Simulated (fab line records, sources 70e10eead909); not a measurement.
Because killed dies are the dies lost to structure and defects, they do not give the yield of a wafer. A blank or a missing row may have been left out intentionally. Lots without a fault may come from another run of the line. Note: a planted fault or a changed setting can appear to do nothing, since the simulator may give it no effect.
Struck lot and sound lot, side by side | flow nand harc | 19 out of 1302 route steps
Sound: wafers L346.2, L346.3, L346.5. Wafers L347.1, L347.3, L347.4 were the ones struck. The cause is given at the end.
Per side, at each step with rows, come the tool, then ch with its chambers, and then its first start. Under that, the readings that differ: sound wafers | struck wafers | difference of the means | sigmas: that difference in standard deviations of wafers without a fault.
alike: words and numbers the same on both sides, and readings whose means are apart by under 2 such deviations; not compared: readings that were withheld, readings missing a value for some wafer, numbers with overlapping values and no deviation given by the record, and bounds like >300 which may hide the same value.
Wherever a step has rows on one side only, a row that says differs or no value, or a row with sigmas, the two part there. Numbers that have no deviation but don't overlap get no sigmas and don't part them. A reading that every wafer of one side lacks parts them only if that side has two wafers or more.

first, 2 steps without rows for these wafers: NHARC_A_CHANNEL_FILL_D2_ANNEAL_17 (time 1800 s); NHARC_A_CHANNEL_FILL_D2_CVD_18 (deposits poly-Si, target thk 3 nm).
NHARC_A_CHANNEL_FILL_D2_ETCHBACK_19: etches the open film in HBr/Cl2, target depth 5 nm, time 1.7 s.
  sound on rie si-02 ch 1,2,3, day 19 01:05; struck on rie si-03 ch 0,2,3, day 20 17:22
  alike: bias w, drypump motor current A, oes product au, rf fwd power W, throttle valve pct
  not compared: rf hours counter h
then, 1 step without rows for these wafers: NHARC_A_CHANNEL_FILL_D2_ETCHBACK_20 (etches the open film in C4F8/O2/Ar, target depth 27 nm, time 13.5 s).
NHARC_A_CHANNEL_FILL_D2_STRIP_28: strips in O2, time 20 s.
  sound on rie diel-13 ch 0,1,3, day 19 01:18; struck on rie diel-08 ch 0,1,3, day 20 17:35
  alike: drypump motor current A, oes product au, rf vpp V, showerhead plenum p Torr, throttle valve pct
  not compared: rf hours counter h
then, 4 steps without rows for these wafers: NHARC_A_CHANNEL_FILL_D2_PRECLEAN_21 (cleans in dHF, time 30 s); NHARC_A_CHANNEL_FILL_D2_SRD_23; NHARC_A_CHANNEL_FILL_D2_CVD_05 (deposits poly-Si, target thk 5 nm); NHARC_A_CHANNEL_FILL_D2_ANNEAL_22 (time 7200 s).
NHARC_A_CHANNEL_FILL_D2_ALD_25: deposits SiOx, target thk 60 nm, pulse time 10 s, ald cycles 600.
  sound on ald hk-03 ch 0,2, day 19 14:21; struck on ald hk-02 ch 0,1,3, day 21 05:59
  alike: heater power w, precursor pulse height rel
NHARC_A_CHANNEL_FILL_D2_ETCHBACK_08: etches the open film in C4F8, target depth 220 nm, time 110 s.
  sound: rie diel-08 ch 0,2; struck: rie diel-13 ch 0,1,2
  alike: oes product au, rf fwd power W, rf vpp V
  not compared: rf hours counter h
NHARC_A_CHANNEL_FILL_D2_STRIP_29: strips in O2, time 20 s.
  sound on rie diel-08 ch 1,2,3, day 19 20:03; struck on rie diel-13 ch 0,2,3, day 21 11:02
  alike: drypump motor current A, oes product au, rf vpp V, showerhead plenum p Torr, throttle valve pct
  not compared: rf hours counter h
then, 5 steps without rows for these wafers: NHARC_A_CHANNEL_FILL_D2_PRECLEAN_30 (cleans in dHF, time 30 s); NHARC_A_CHANNEL_FILL_D2_SRD_31; NHARC_A_CHANNEL_FILL_D2_CVD_09 (deposits poly-Si, target thk 150 nm, time 3000 s); NHARC_A_CHANNEL_FILL_D2_CMP_10 (polishes, target thk 150 nm); NHARC_A_CHANNEL_FILL_D2_SRD_12.
NHARC_A_CHANNEL_FILL_D2_RTA_24: time 5 s.
  sound on rtp anneal-01 ch 0, day 20 01:59; struck on rtp anneal-02 ch 0, day 21 17:22
  reading             | sound          | struck         | difference | sigmas
  lamp power pct (%)  | 29.5 29.5 29.5 | 30.3 30.3 30.3 | +0.8       | +2
  lamp_zone_2_pct (%) | 29.5 29.5 29.5 | 30.3 30.3 30.3 | +0.8       | +2
  alike: wafer_temp_C_max
-- jump in the record: it breaks off in module A_CHANNEL_FILL_D2 and resumes in module END (first step shown: number 1302 of the route), and 11 days separate the struck wafers' starts before and after --
NHARC_END_SORT_01:
  the record has rows for the struck wafers here (prober-02 ch 0, day 33 03:58) and none for the sound ones

## WHERE THEY PART
At NHARC_A_CHANNEL_FILL_D2_RTA_24 first; at NHARC_END_SORT_01 last (within this record only).

WHY: the cause the simulator had injected
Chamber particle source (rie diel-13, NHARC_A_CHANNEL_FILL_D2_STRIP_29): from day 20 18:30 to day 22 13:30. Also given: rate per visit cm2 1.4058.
